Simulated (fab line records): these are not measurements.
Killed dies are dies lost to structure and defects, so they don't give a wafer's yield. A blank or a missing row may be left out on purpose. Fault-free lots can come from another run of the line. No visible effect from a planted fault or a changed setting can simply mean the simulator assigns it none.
Split-lot study | flow n5-finfet | 21 wafers read across 7 lots, on a route 1938 steps long

ABOUT THE SPLIT
At N5_BEOL_M3_EXPOSE_25 (exposes mask V2, defocus 5 nm), the setting dose-mj was moved away from the recipe's 63 on 6 of the 21 wafers read, by -4.5% to +5.6%. For the rest of the wafers, this setting stayed at what the recipe calls for.

FROM THE SPLIT TO THE READING: what the file shows between them, 2 steps
- N5_BEOL_M3_PEB_26: peb time 60 s
- N5_BEOL_M3_DEVELOP_27: develop time 30 s

THE READING
cd-nm, in nm, at N5_BEOL_M3_CD_MEAS_28 (target cd 25.7 nm, target cd y 23.3 nm). On this fab line, fault-free wafers typically give 25.68 nm with a standard deviation of 0.24 nm.

wafer  | tool, chamber at the split | dose-mj as run | against the recipe | cd-nm, nm | against lot-mates on the recipe
L077.1 | euv-scanner-02, 0          | 63             | recipe             | 25.26     | -
L077.2 | euv-scanner-02, 0          | 63             | recipe             | 25.85     | -
L077.3 | euv-scanner-02, 0          | 63             | recipe             | 25.40     | -
L081.1 | euv-scanner-01, 0          | 63             | recipe             | 25.60     | -
L081.4 | euv-scanner-01, 0          | 61.09          | -3.0%              | 25.31     | -0.44
L081.5 | euv-scanner-01, 0          | 63             | recipe             | 25.89     | -
L084.4 | euv-scanner-02, 0          | 63             | recipe             | 25.88     | -
L084.5 | euv-scanner-02, 0          | 66.51          | +5.6%              | 26.86     | +1.04
L084.6 | euv-scanner-02, 0          | 63             | recipe             | 25.76     | -
L086.1 | euv-scanner-01, 0          | 63             | recipe             | 25.64     | -
L086.3 | euv-scanner-01, 0          | 63             | recipe             | 25.76     | -
L086.5 | euv-scanner-01, 0          | 65.43          | +3.9%              | 26.26     | +0.56
L088.4 | euv-scanner-02, 0          | 63             | recipe             | 25.80     | -
L088.5 | euv-scanner-02, 0          | 63             | recipe             | 25.88     | -
L088.6 | euv-scanner-02, 0          | 64.28          | +2.0%              | 25.99     | +0.15
L091.1 | euv-scanner-01, 0          | 63             | recipe             | 25.78     | -
L091.2 | euv-scanner-01, 0          | 63             | recipe             | 26.04     | -
L091.5 | euv-scanner-01, 0          | 63             | recipe             | 25.56     | -
L094.1 | euv-scanner-02, 0          | 60.15          | -4.5%              | 24.86     | -1.03
L094.3 | euv-scanner-02, 0          | 60.15          | -4.5%              | 25.21     | -0.68
L094.5 | euv-scanner-02, 0          | 63             | recipe             | 25.89     | -

FIT RESULTS
A straight line over all 21 wafers: cd-nm changes by +0.164 nm for each +1% of dose-mj; r = +0.89; the points scatter about the line by 0.2 nm.
The same after taking each lot's own level away (the mean of its wafers on the recipe; 21 wafers): +0.173 nm for each +1%; r = +0.93; scatter 0.16 nm.
The reading moves by 0.96 nm for the largest change in dose-mj, on that fit.
The lots' own levels span 25.503 to 25.890 nm, that is 1.6 times the standard deviation above.
So the lot-to-lot level changes the slope little: the two slopes agree.
Check: +0.897 nm against its lot-mates is what the line predicts for one of the wafers moved furthest among these (+5.6%) when that wafer is left out of the fit. Against them it came out at +1.04 nm.

ADDITIONAL SPLITS CARRIED BY THESE WAFERS
Before the reading, these wafers also passed through other splits. Each is held against what the fit with the lots' levels taken away leaves over:
other split on the same wafers   | wafers away from the commonest value | r with cd-nm (lot level and that fit taken away)
N5_BEOL_M1_ILD_DEP_00 time-s     | 11                                   | +0.20
N5_BEOL_M2_ALD_98 ald-cycles     | 4                                    | +0.14
N5_BEOL_M2_TRENCH_ETCH_37 time-s | 10                                   | -0.30
N5_BEOL_M2_SPUTTER_86 time-s     | 3                                    | -0.05

FILE'S OWN FIT
cd-nm changes by +0.17 nm for each +1% of dose-mj, r = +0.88.
